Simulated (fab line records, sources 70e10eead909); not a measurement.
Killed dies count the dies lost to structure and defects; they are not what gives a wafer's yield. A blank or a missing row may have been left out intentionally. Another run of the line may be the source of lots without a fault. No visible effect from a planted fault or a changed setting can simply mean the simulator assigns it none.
Chamber matching -- flow nandHarc -- cmp-02 running NHARC_P_BONDPAD_CMP_32: 4 sister chambers
The step polishes SiCN, target thk 200 nm. 4 wafers are shown with their chamber, then 9 later ones without.

== WAFERS, EACH WITH ITS CHAMBER ==
wafer,chamber,motorCurrentA (A)
L085.1,1,12.1
L088.3,2,10.5
L088.4,0,13.0
L088.6,3,11.8

== WAFERS WITH NO CHAMBER GIVEN ==
wafer,motorCurrentA (A)
L089.1,11.4
L089.5,11.6
L089.6,10.6
L093.2,13.5
L093.4,11.7
L093.6,10.1
L095.2,13.4
L095.4,10.9
L095.6,10.9

== WHICH CHAMBER EACH WENT THROUGH ==
wafer,from the rows above,in truth
L089.1,can't be placed: 3 or 1 or 2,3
L089.5,can't be placed: 3 or 1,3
L089.6,2,2
L093.2,0,0
L093.4,can't be placed: 3 or 1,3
L093.6,2,2
L095.2,0,0
L095.4,can't be placed: 2 or 3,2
L095.6,can't be placed: 2 or 3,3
Correctly placed: 4 of 9. Not placeable from these rows: 5 (in 5, the candidates include the true chamber). 0 placed wrongly.
How it was worked out, from the rows above alone: a wafer's distance from a chamber is the root of the sum, over the readings, of the square of ((its reading less the chamber's mean) divided by the reading's scatter). If the next closest chamber is less than 2 further off than the closest, the wafer can't be placed; otherwise it belongs to the closest. The mean given for a chamber averages the wafers shown for that chamber. The scatter: with one shown wafer a chamber, the root of the mean of the squares of how far each hidden wafer lies from its nearest shown one.
